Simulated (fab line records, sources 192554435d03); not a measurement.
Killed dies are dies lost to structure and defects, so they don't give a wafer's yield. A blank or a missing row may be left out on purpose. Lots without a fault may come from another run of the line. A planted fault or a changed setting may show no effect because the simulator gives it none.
Chamber matching | flow n5_finfet | N5_SD_EPI_P_SD_RECESS_17 on rie_si-04: 4 sister chambers
The step chemistry HBr/Cl2/O2, target depth 39.1 nm, bt time 3 s. 8 wafers are shown with their chamber, then 10 later ones without.

WAFERS WITH THEIR CHAMBER
wafer  | chamber | drypump_motor_current_A (A) | oes_product_au (a.u.)
L077.4 | 0       | 5.2                         | 0.998
L079.2 | 0       | 5.3                         | 1.008
L080.1 | 3       | 5.9                         | 1.012
L081.1 | 3       | 5.9                         | 1.008
L081.4 | 2       | 6.1                         | 1.014
L081.6 | 1       | 5.1                         | 0.982
L084.3 | 1       | 5.1                         | 0.987
L084.4 | 2       | 6.1                         | 1.018

WAFERS WITHOUT THEIR CHAMBER
wafer  | drypump_motor_current_A (A) | oes_product_au (a.u.)
L084.6 | 5.1                         | 0.990
L085.3 | 6.1                         | 1.021
L085.5 | 5.2                         | 0.995
L085.6 | 5.9                         | 1.020
L091.1 | 6.1                         | 1.014
L091.4 | 5.9                         | 1.017
L091.6 | 5.3                         | 0.998
L095.2 | 6.1                         | 1.025
L095.4 | 5.1                         | 0.981
L095.5 | 6.1                         | 1.019

WHICH CHAMBER EACH WENT THROUGH
wafer  | from the rows above     | in truth
L084.6 | 1                       | 1
L085.3 | 2                       | 2
L085.5 | can't be placed: 0 or 1 | 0
L085.6 | 3                       | 3
L091.1 | 2                       | 2
L091.4 | 3                       | 3
L091.6 | 0                       | 0
L095.2 | 2                       | 2
L095.4 | 1                       | 1
L095.5 | 2                       | 2
Placed correctly: 9 of 10. Can't be placed from these rows: 1 (the true chamber is among the candidates in 1). Placed wrongly: 0.
How it was worked out, from the rows above alone: a wafer's distance from a chamber is the root of the sum, over the readings, of the square of ((its reading less the chamber's mean) divided by the reading's scatter). The wafer belongs to the nearest chamber; if the next one is less than 2 further off, it can't be placed. A chamber's mean is the mean of its shown wafers. The scatter: the root of (the sum of the squares of (reading less its chamber's mean) over the shown wafers, divided by (wafers less chambers)).
